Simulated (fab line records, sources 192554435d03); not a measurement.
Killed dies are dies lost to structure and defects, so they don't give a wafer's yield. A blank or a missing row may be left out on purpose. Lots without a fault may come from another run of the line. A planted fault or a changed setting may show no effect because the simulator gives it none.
Which tool did it? | flow n5_finfet | 10 lots, 30 wafers sampled, at 6 steps of a route of 1938

WHAT THE GAUGES READ, wafer by wafer
N5_SD_ACTIVATION_RS_MEAS_03: measures by four-point-probe. Usual: RS_SD_N 21.8 ohm/sq, standard deviation 0.33; RS_SD_P 56.0 ohm/sq, standard deviation 1.
lot  | measured    | on            | RS_SD_N (ohm/sq) | RS_SD_P (ohm/sq) | flag
L648 | day 4 00:32 | film_metro-01 | 21.7 21.2 21.9   | 57.0 57.7 57.0   |
L651 | day 4 14:49 | film_metro-01 | 21.8 21.8 22.2   | 54.9 54.1 54.4   |
L652 | day 4 18:12 | film_metro-02 | 22.3 22.0 22.2   | 57.2 57.6 56.3   |
L653 | day 5 03:38 | film_metro-01 | 22.3 22.1 22.6   | 55.6 55.5 55.5   |
L654 | day 5 07:51 | film_metro-02 | 21.5 21.7 21.9   | 56.2 55.5 55.3   |
L660 | day 6 22:53 | film_metro-02 | 25.5 25.5 25.6   | 57.1 58.1 57.2   | OFF
L662 | day 7 04:38 | film_metro-01 | 21.4 21.5 21.5   | 56.2 55.9 56.4   |
L664 | day 7 16:28 | film_metro-01 | 26.0 25.4 25.5   | 56.0 56.6 56.5   | OFF
L667 | day 8 13:51 | film_metro-01 | 21.7 22.1 21.5   | 55.5 55.7 56.3   |
L670 | day 9 13:42 | film_metro-01 | 21.3 21.7 21.6   | 57.0 56.8 56.6   |

N5_ILD0_THK_MEAS_04. Usual: thk_nm 197.1 nm, standard deviation 1.
lot  | measured    | on            | thk_nm (nm)       | flag
L648 | day 4 03:34 | film_metro-01 | 198.8 199.0 197.0 |
L651 | day 4 17:56 | film_metro-01 | 197.6 197.7 197.9 |
L652 | day 4 21:20 | film_metro-01 | 196.2 196.4 198.0 |
L653 | day 5 07:32 | film_metro-02 | 198.4 196.6 197.0 |
L654 | day 5 11:14 | film_metro-02 | 196.2 194.8 196.4 |
L660 | day 7 01:55 | film_metro-01 | 198.3 195.8 196.6 |
L662 | day 7 08:13 | film_metro-01 | 195.4 195.8 195.7 |
L664 | day 7 19:26 | film_metro-01 | 196.2 195.1 198.2 |
L667 | day 8 16:53 | film_metro-02 | 195.7 195.9 195.7 |
L670 | day 9 16:59 | film_metro-02 | 197.9 198.6 196.4 |

N5_ILD0_INSPECT_06: inspects for defects (darkfield). Usual: raw_defect_count 40, standard deviation 18.
lot  | measured    | on                | raw_defect_count | flag
L648 | day 4 07:08 | defect_inspect-01 | 53 79 33         |
L651 | day 4 21:50 | defect_inspect-01 | 64 32 44         |
L652 | day 5 01:28 | defect_inspect-02 | 25 36 28         |
L653 | day 5 11:08 | defect_inspect-02 | 33 40 22         |
L654 | day 5 14:48 | defect_inspect-01 | 120 64 110       | OFF
L660 | day 7 05:28 | defect_inspect-02 | 35 25 26         |
L662 | day 7 11:47 | defect_inspect-02 | 30 27 37         |
L664 | day 7 23:01 | defect_inspect-02 | 46 39 22         |
L667 | day 8 20:27 | defect_inspect-02 | 54 57 53         |
L670 | day 9 20:50 | defect_inspect-02 | 48 35 60         |

N5_BEOL_M4_RC_MEAS_101. Usual: DIBL_N 36.1 mV/V, standard deviation 1.4; DIBL_P 36.3 mV/V, standard deviation 1.4; IOFF_N 0.154 nA/um, standard deviation 0.021; IOFF_P 0.21 nA/um, standard deviation 0.032; ION_N 670 uA/um, standard deviation 8.1; ION_P 461 uA/um, standard deviation 7; RC_DENSE_N 19.0 ohm.um, standard deviation 0.37; RC_N 15.52 ohm.um, standard deviation 0.29; REXT_N 75.3 ohm.um, standard deviation 1.5; RS_SD_N 28.3 ohm/sq, standard deviation 0.46; SS_N 71.4 mV/dec, standard deviation 0.49; SS_P 73.3 mV/dec, standard deviation 0.5; VT_N 250.4 mV, standard deviation 2.6; VT_P -250 mV, standard deviation 3.7.
lot  | measured     | on        | DIBL_N (mV/V)  | DIBL_P (mV/V)  | IOFF_N (nA/um)    | IOFF_P (nA/um) | ION_N (uA/um) | ION_P (uA/um) | RC_DENSE_N (ohm.um) | RC_N (ohm.um)     | REXT_N (ohm.um) | RS_SD_N (ohm/sq) | SS_N (mV/dec)  | SS_P (mV/dec)  | VT_N (mV)         | VT_P (mV)      | flag
L648 | day 9 09:17  | prober-02 | 38.2 37.8 36.8 | 36.8 37.5 36.2 | 0.170 0.172 0.154 | 0.20 0.20 0.18 | 676 682 681   | 451 458 465   | 19.4 19.1 19.4      | 15.82 15.55 15.88 | 75.6 75.7 76.1  | 28.2 27.6 28.2   | 71.7 71.7 70.8 | 73.0 73.5 73.3 | 246.3 248.8 248.1 | -252 -254 -254 |
L651 | day 9 19:14  | prober-02 | 33.3 36.0 34.6 | 32.9 35.6 34.2 | 0.124 0.170 0.146 | 0.22 0.28 0.25 | 664 676 681   | 472 475 480   | 19.1 18.7 19.5      | 15.57 15.35 15.71 | 76.6 77.4 77.1  | 28.0 28.5 28.5   | 70.8 71.4 71.1 | 73.2 73.1 72.8 | 252.9 246.2 250.2 | -244 -242 -241 |
L652 | day 10 23:01 | prober-02 | 35.3 34.5 35.5 | 36.6 35.5 35.6 | 0.152 0.133 0.142 | 0.21 0.19 0.20 | 668 664 662   | 458 456 455   | 19.0 18.9 18.5      | 15.68 15.18 14.94 | 72.8 72.7 73.0  | 28.6 28.4 28.6   | 71.9 71.6 71.7 | 73.1 72.4 72.9 | 249.3 250.4 252.5 | -251 -252 -251 |
L653 | day 10 05:55 | prober-01 | 36.3 37.9 36.1 | 36.4 38.5 35.9 | 0.141 0.176 0.143 | 0.20 0.24 0.20 | 665 677 666   | 460 463 458   | 19.1 19.2 19.2      | 15.68 15.89 15.77 | 78.3 77.6 77.6  | 29.1 28.5 29.2   | 71.5 72.1 71.1 | 73.5 74.1 73.4 | 251.3 246.2 252.1 | -251 -249 -250 |
L654 | day 10 12:02 | prober-02 | 36.0 36.1 34.7 | 36.1 36.0 34.3 | 0.164 0.164 0.138 | 0.26 0.26 0.24 | 671 669 676   | 467 468 472   | 18.5 18.7 18.7      | 15.17 15.27 15.30 | 73.9 74.0 74.3  | 28.2 28.2 28.4   | 71.0 71.2 70.9 | 73.4 74.3 73.3 | 248.0 248.1 251.7 | -244 -245 -248 |
L660 | day 11 20:16 | prober-01 | 34.4 34.9 32.4 | 35.6 35.7 31.8 | 0.138 0.136 0.100 | 0.17 0.16 0.12 | 668 665 641   | 457 448 438   | 22.0 22.3 22.4      | 18.00 18.27 18.31 | 83.2 82.1 82.3  | 31.9 32.1 32.7   | 71.5 71.3 70.5 | 73.4 73.7 72.3 | 252.8 254.2 258.6 | -256 -257 -259 | OFF
L662 | day 12 11:34 | prober-01 | 36.9 37.6 37.7 | 36.0 36.3 35.9 | 0.148 0.162 0.162 | 0.18 0.19 0.19 | 666 672 672   | 446 455 452   | 19.0 19.0 18.5      | 15.46 15.35 15.05 | 76.3 76.2 76.1  | 27.4 27.8 27.9   | 71.9 71.6 71.9 | 73.8 73.4 73.0 | 250.2 248.8 248.8 | -253 -254 -251 |
L664 | day 12 17:49 | prober-01 | 34.2 33.9 36.3 | 34.6 34.4 35.7 | 0.136 0.134 0.168 | 0.18 0.19 0.20 | 673 673 661   | 467 461 458   | 22.0 21.8 22.6      | 17.82 18.03 18.55 | 81.7 81.7 81.3  | 32.0 31.6 31.9   | 71.0 70.3 70.5 | 72.9 73.2 73.6 | 249.5 250.3 246.7 | -251 -250 -249 | OFF
L667 | day 14 16:38 | prober-02 | 37.8 37.4 38.6 | 38.2 37.7 39.7 | 0.167 0.154 0.186 | 0.22 0.21 0.24 | 665 661 679   | 453 459 463   | 18.6 19.1 19.1      | 15.20 15.66 15.61 | 75.8 76.9 76.3  | 28.2 28.7 27.9   | 71.4 71.3 71.7 | 73.6 73.1 73.4 | 249.4 250.7 250.4 | -250 -251 -251 |
L670 | day 15 04:57 | prober-02 | 35.5 36.7 36.2 | 36.3 37.0 36.6 | 0.127 0.152 0.140 | 0.17 0.19 0.18 | 664 668 669   | 461 453 455   | 19.5 19.6 19.3      | 15.91 15.92 15.70 | 77.5 76.2 75.5  | 27.9 28.0 28.0   | 71.0 71.5 71.4 | 72.8 72.7 73.2 | 254.9 252.0 257.7 | -257 -251 -257 |

WHICH TOOL RAN EACH LOT (tool, then ch and the chambers of the sampled wafers, then the start)
lot  | N5_SD_ACTIVATION_RTA_00         | N5_SD_ACTIVATION_LSA_01
L648 | rtp_anneal-02 ch 0, day 4 00:08 | laser_anneal-01 ch 0, day 4 00:20
L651 | rtp_anneal-02 ch 0, day 4 14:25 | laser_anneal-02 ch 0, day 4 14:37
L652 | rtp_anneal-02 ch 0, day 4 17:49 | laser_anneal-01 ch 0, day 4 18:01
L653 | rtp_anneal-02 ch 0, day 5 03:14 | laser_anneal-02 ch 0, day 5 03:26
L654 | rtp_anneal-02 ch 0, day 5 07:27 | laser_anneal-01 ch 0, day 5 07:39
L660 | rtp_anneal-01 ch 0, day 6 22:29 | laser_anneal-01 ch 0, day 6 22:41
L662 | rtp_anneal-01 ch 0, day 7 04:13 | laser_anneal-02 ch 0, day 7 04:25
L664 | rtp_anneal-01 ch 0, day 7 16:05 | laser_anneal-01 ch 0, day 7 16:17
L667 | rtp_anneal-02 ch 0, day 8 13:26 | laser_anneal-02 ch 0, day 8 13:40
L670 | rtp_anneal-01 ch 0, day 9 13:19 | laser_anneal-02 ch 0, day 9 13:31
- N5_SD_ACTIVATION_RTA_00: time 0 s.
- N5_SD_ACTIVATION_LSA_01: time 0.0008 s.

WHAT THE TOOLS THEMSELVES READ (means of the sampled wafers that have a number; where no wafer has one, the mark that the record gives instead)
N5_SD_ACTIVATION_RTA_00. Usual: lamp_power_pct 8.94 %, standard deviation 0.053; wafer_temp_C_max 974.9, standard deviation 2.
lot  | tool          | lamp_power_pct (%) | wafer_temp_C_max | flag
L648 | rtp_anneal-02 | 8.95               | 977.0            |
L651 | rtp_anneal-02 | 8.89               | 975.5            |
L652 | rtp_anneal-02 | 8.98               | 974.5            |
L653 | rtp_anneal-02 | 8.91               | 974.3            |
L654 | rtp_anneal-02 | 8.91               | 975.2            |
L660 | rtp_anneal-01 | 8.95               | 974.9            |
L662 | rtp_anneal-01 | 8.94               | 974.6            |
L664 | rtp_anneal-01 | 8.96               | 975.6            |
L667 | rtp_anneal-02 | 8.97               | 976.7            |
L670 | rtp_anneal-01 | 8.89               | 975.2            |

N5_SD_ACTIVATION_LSA_01. Usual: wafer_temp_C_max 1083.8, standard deviation 0.74.
lot  | tool            | wafer_temp_C_max | flag
L648 | laser_anneal-01 | 1083.2           |
L651 | laser_anneal-02 | 1084.0           |
L652 | laser_anneal-01 | 1082.9           |
L653 | laser_anneal-02 | 1084.0           |
L654 | laser_anneal-01 | 1083.5           |
L660 | laser_anneal-01 | 1045.8           | OFF
L662 | laser_anneal-02 | 1084.0           |
L664 | laser_anneal-01 | 1046.1           | OFF
L667 | laser_anneal-02 | 1083.5           |
L670 | laser_anneal-02 | 1083.0           |

THE ANSWER, worked out from the rows above alone
Rule: a lot is off if the mean of its wafers that have a number lies more than 3 standard deviations from the usual mean. A lot without any number at a reading at which 4 lots or more have one is off too. The other lots that the step has rows for count as sound. The gauges are gone through in route order, then the tools' own readings, and for those a lot's mean is taken as printed above. The first step at which some lot is off is used, and at that step the reading that is off furthest; a lot without a number counts as furthest.
Off: L660, L664, at N5_SD_ACTIVATION_RS_MEAS_03 (RS_SD_N).
A tool fits if, at a process step before that reading, it ran every lot that is off, and no sound lot after the first of them. The gauges at N5_SD_ACTIVATION_RS_MEAS_03 aren't tried: what is off there is off at N5_BEOL_M4_RC_MEAS_101 too, on other tools, and a gauge's error can't cause that. One fits: laser_anneal-01 at N5_SD_ACTIVATION_LSA_01. Its last sound lot is L654 (day 5 07:39), its first lot that is off L660 (day 6 22:41): a fault that began between those two fits.
The tool's own readings at N5_SD_ACTIVATION_LSA_01 bear it out: on the lots that are off they differ by more than 5 times the standard deviation of the sound lots' means. wafer_temp_C_max reads 1045.9 there against 1083.5 on the sound lots.

WHAT THE SIMULATOR HAD PUT IN
Process parameter drift: laser_anneal-01, from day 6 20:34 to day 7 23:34, at N5_SD_ACTIVATION_LSA_01. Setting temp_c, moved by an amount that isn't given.
Lots struck among those shown: L660, L664. The rule above found the same.
